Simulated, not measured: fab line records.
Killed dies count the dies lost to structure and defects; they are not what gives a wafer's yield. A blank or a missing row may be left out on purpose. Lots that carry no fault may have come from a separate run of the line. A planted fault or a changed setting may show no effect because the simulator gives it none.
What tool caused it?    flow n5-finfet    Sampling: 9 lots, 27 wafers, 5 of 1938 route steps

WHAT THE GAUGES SHOWED, per wafer
N5_SD_EPI_P_CD_MEAS_09 targets a cd of 240 nm. Usual: cd-nm at 239.9 nm, with a standard deviation of 1.
lot   measured     on         cd-nm (nm)         flag
L506  day 3 12:01  cd-sem-03  241.1 240.5 241.8  
L507  day 3 19:04  cd-sem-01  240.8 241.4 240.4  
L510  day 4 11:41  cd-sem-01  240.8 240.2 240.8  
L511  day 4 22:02  cd-sem-03  241.2 241.0 242.2  
L512  day 5 00:08  cd-sem-02  240.2 239.7 240.6  
L514  day 5 09:50  cd-sem-01  239.0 238.8 239.2  
L522  day 7 10:11  cd-sem-01  237.2 238.3 238.8  
L523  day 7 16:56  cd-sem-02  241.1 240.7 241.0  
L524  day 7 22:50  cd-sem-01  240.2 240.2 241.6  

N5_BEOL_M4_RC_MEAS_101. Usual: DIBL_N 36.7 mV/V, standard deviation 1.8; DIBL_P 37.0 mV/V, standard deviation 2.4; IOFF_N 0.17 nA/um, standard deviation 0.036; IOFF_P 0.22 nA/um, standard deviation 0.042; ION_N 673 uA/um, standard deviation 12; ION_P 462 uA/um, standard deviation 8.5; SS_N 71.7 mV/dec, standard deviation 0.62; SS_P 73.4 mV/dec, standard deviation 0.65; VT_N 250 mV, standard deviation 3.7; VT_P -250 mV, standard deviation 3.7.
lot   measured      on         DIBL_N (mV/V)   DIBL_P (mV/V)   IOFF_N (nA/um)  IOFF_P (nA/um)  ION_N (uA/um)  ION_P (uA/um)  SS_N (mV/dec)   SS_P (mV/dec)   VT_N (mV)    VT_P (mV)       flag
L506  day 8 20:34   prober-02  38.5 38.2 37.8  39.0 39.0 37.4  0.19 0.21 0.19  0.25 0.24 0.22  671 675 667    461 460 457    71.5 71.9 72.0  73.3 74.6 73.4  250 245 250  -250 -250 -249  
L507  day 9 03:59   prober-02  36.8 36.4 38.0  37.0 36.0 38.4  0.15 0.14 0.18  0.20 0.18 0.21  660 666 667    460 460 457    72.2 71.8 72.5  73.1 73.5 73.6  252 253 251  -253 -255 -253  
L510  day 9 12:34   prober-01  37.7 34.6 35.9  38.4 34.7 35.1  0.17 0.13 0.14  0.21 0.16 0.17  670 671 655    455 456 447    72.2 71.1 71.1  73.5 72.0 73.6  251 252 252  -253 -255 -254  
L511  day 10 17:13  prober-01  35.5 36.9 39.9  35.9 37.3 40.9  0.15 0.17 0.24  0.21 0.22 0.27  669 669 687    461 460 463    71.5 72.1 73.2  72.5 73.8 74.7  248 250 244  -252 -252 -250  
L512  day 10 08:27  prober-02  36.2 33.3 37.4  37.7 33.2 38.6  0.16 0.12 0.18  0.22 0.17 0.25  675 663 677    471 460 468    71.6 71.1 72.3  73.5 72.6 73.3  249 254 248  -246 -251 -248  
L514  day 10 21:43  prober-01  35.9 35.4 37.8  35.9 35.4 37.7  0.17 0.15 0.20  0.25 0.24 0.29  683 667 672    479 470 474    71.0 72.1 71.9  72.7 72.2 73.1  246 250 245  -243 -244 -243  

WHAT TOOL EACH LOT RAN ON (gives the tool, then ch and the chambers of the sampled wafers, and finally the start)
lot   N5_SD_EPI_N_ETCH_45                N5_SD_EPI_P_ETCH_36                N5_SD_EPI_P_EPI_21
L506  rie-diel-04 ch 0,2, day 3 08:07    rie-diel-05 ch 0,2, day 3 12:22    epi-rpcvd-04 ch 0, day 3 14:02
L507  rie-diel-01 ch 2,3, day 3 15:20    rie-diel-05 ch 2,3, day 3 19:37    epi-rpcvd-02 ch 0, day 3 20:56
L510  rie-diel-04 ch 0,1,2, day 4 07:08  rie-diel-03 ch 2,3, day 4 11:48    epi-rpcvd-04 ch 0, day 4 13:08
L511  rie-diel-02 ch 1,2,3, day 4 17:02  rie-diel-03 ch 0,2,3, day 4 22:10  epi-rpcvd-03 ch 0, day 4 23:28
L512  rie-diel-01 ch 0,1,3, day 4 19:52  rie-diel-05 ch 0,2, day 5 00:15    epi-rpcvd-02 ch 0, day 5 02:17
L514  rie-diel-01 ch 0,1,2, day 5 06:07  rie-diel-03 ch 1,3, day 5 09:58    epi-rpcvd-04 ch 0, day 5 11:16
L522  rie-diel-01 ch 0,3, day 7 06:22    rie-diel-03 ch 0,1, day 7 10:19    epi-rpcvd-02, day 7 12:21
L523  rie-diel-04 ch 2,3, day 7 13:04    rie-diel-03 ch 0,1, day 7 17:04    epi-rpcvd-02, day 7 18:44
L524  rie-diel-01 ch 1,2,3, day 7 19:08  rie-diel-03 ch 1,2,3, day 7 23:01  epi-rpcvd-02, day 8 00:37
- N5_SD_EPI_N_ETCH_45: etches SiOCN in CH3F/O2, target depth 6 nm.
- N5_SD_EPI_P_ETCH_36: etches SiARC in CF4, target depth 45.5 nm, time 75.8 s.
- N5_SD_EPI_P_EPI_21: deposits SiGe:B, time 355 s.

AS READ BY THE TOOLS THEMSELVES (means over the sampled wafers that have a number; for cases with no such wafer, the mark the record gives instead)
N5_SD_EPI_N_ETCH_45. Usual: CH3F_flow_sccm 30.00 sccm, standard deviation 0.089; drypump-motor-current-A 5.7 A, standard deviation 0.45; oes-product-au 0.79 a.u., standard deviation 0.093; rf-vpp-V 127.4 V, standard deviation 0.9; showerhead-plenum-p-Torr 2.01 Torr, standard deviation 0.082; throttle-valve-pct 23.25 %, standard deviation 0.16.
lot   tool         CH3F_flow_sccm (sccm)  drypump-motor-current-A (A)  oes-product-au (a.u.)  rf-vpp-V (V)  showerhead-plenum-p-Torr (Torr)  throttle-valve-pct (%)  flag
L506  rie-diel-04  30.02                  5.8                          0.85                   126.8         1.94                             23.09                   
L507  rie-diel-01  29.91                  5.9                          0.96                   128.8         2.13                             23.15                   
L510  rie-diel-04  30.02                  5.9                          0.77                   126.7         1.96                             23.20                   
L511  rie-diel-02  30.08                  5.7                          0.75                   127.0         1.97                             23.33                   
L512  rie-diel-01  30.02                  5.0                          0.80                   127.1         2.02                             23.27                   
L514  rie-diel-01  29.96                  5.5                          0.80                   127.9         2.03                             23.36                   
L522  rie-diel-01  29.88                  4.9                          0.82                   127.5         2.07                             23.18                   
L523  rie-diel-04  29.88                  5.7                          0.82                   127.3         1.98                             23.15                   
L524  rie-diel-01  29.99                  5.5                          0.82                   127.8         2.06                             23.23                   

N5_SD_EPI_P_ETCH_36. Usual: drypump-motor-current-A 5.6 A, standard deviation 0.43; etch-rf-on-time-s 75.0 s, standard deviation 2; oes-product-au 0.69 a.u., standard deviation 0.062; rf-vpp-V 184.2 V, standard deviation 1.2; showerhead-plenum-p-Torr 2.15 Torr, standard deviation 0.07; throttle-valve-pct 15.48 %, standard deviation 0.15.
lot   tool         drypump-motor-current-A (A)  etch-rf-on-time-s (s)  oes-product-au (a.u.)  rf-vpp-V (V)  showerhead-plenum-p-Torr (Torr)  throttle-valve-pct (%)  flag
L506  rie-diel-05  5.1                          75.7                   0.75                   184.1         2.18                             15.51                   
L507  rie-diel-05  5.7                          75.5                   0.73                   184.7         2.16                             15.42                   
L510  rie-diel-03  5.8                          74.3                   0.69                   183.9         2.14                             15.38                   
L511  rie-diel-03  5.6                          76.2                   0.68                   184.5         2.16                             15.43                   
L512  rie-diel-05  5.1                          76.0                   0.73                   184.3         2.18                             15.53                   
L514  rie-diel-03  5.3                          74.5                   0.77                   183.6         2.16                             15.38                   
L522  rie-diel-03  5.4                          72.8                   0.74                   184.5         2.11                             15.37                   
L523  rie-diel-03  5.5                          72.9                   0.70                   183.9         2.12                             15.42                   
L524  rie-diel-03  5.5                          74.3                   0.71                   183.5         2.14                             15.43                   

N5_SD_EPI_P_EPI_21. Usual: chamber-pressure-Torr at 20.00 Torr, with a standard deviation of 0.044.
lot   tool          chamber-pressure-Torr (Torr)  flag
L506  epi-rpcvd-04  19.99                         
L507  epi-rpcvd-02  19.98                         
L510  epi-rpcvd-04  20.00                         
L511  epi-rpcvd-03  19.95                         
L512  epi-rpcvd-02  20.02                         
L514  epi-rpcvd-04  20.00                         
L522  epi-rpcvd-02  -                             OFF
L523  epi-rpcvd-02  -                             OFF
L524  epi-rpcvd-02  -                             OFF

THE ANSWER, worked out from the rows above alone
Rule: a lot counts as off when the mean over its wafers that have a number is more than 3 standard deviations away from the usual mean. Also off: a lot with no number at a reading for which 4 or more lots have one. Where the step has rows for the other lots, those lots are counted as sound. The gauges are gone through in route order, then the tools' own readings, and for those a lot's mean is taken as printed above. The first step at which some lot is off is used, and at that step the reading that is off furthest; a lot without a number counts as furthest.
Off: L522, L523, L524 (N5_SD_EPI_P_EPI_21, chamber-pressure-Torr). Without a number there: L522, L523, L524.
A tool fits if, at that step or a process step before it, it ran every lot that is off, and no sound lot after the first of them. This does not decide it: 2 tools fit, namely rie-diel-03 at N5_SD_EPI_P_ETCH_36 and epi-rpcvd-02 at N5_SD_EPI_P_EPI_21.

WHAT HAD BEEN PUT IN BY THE SIMULATOR
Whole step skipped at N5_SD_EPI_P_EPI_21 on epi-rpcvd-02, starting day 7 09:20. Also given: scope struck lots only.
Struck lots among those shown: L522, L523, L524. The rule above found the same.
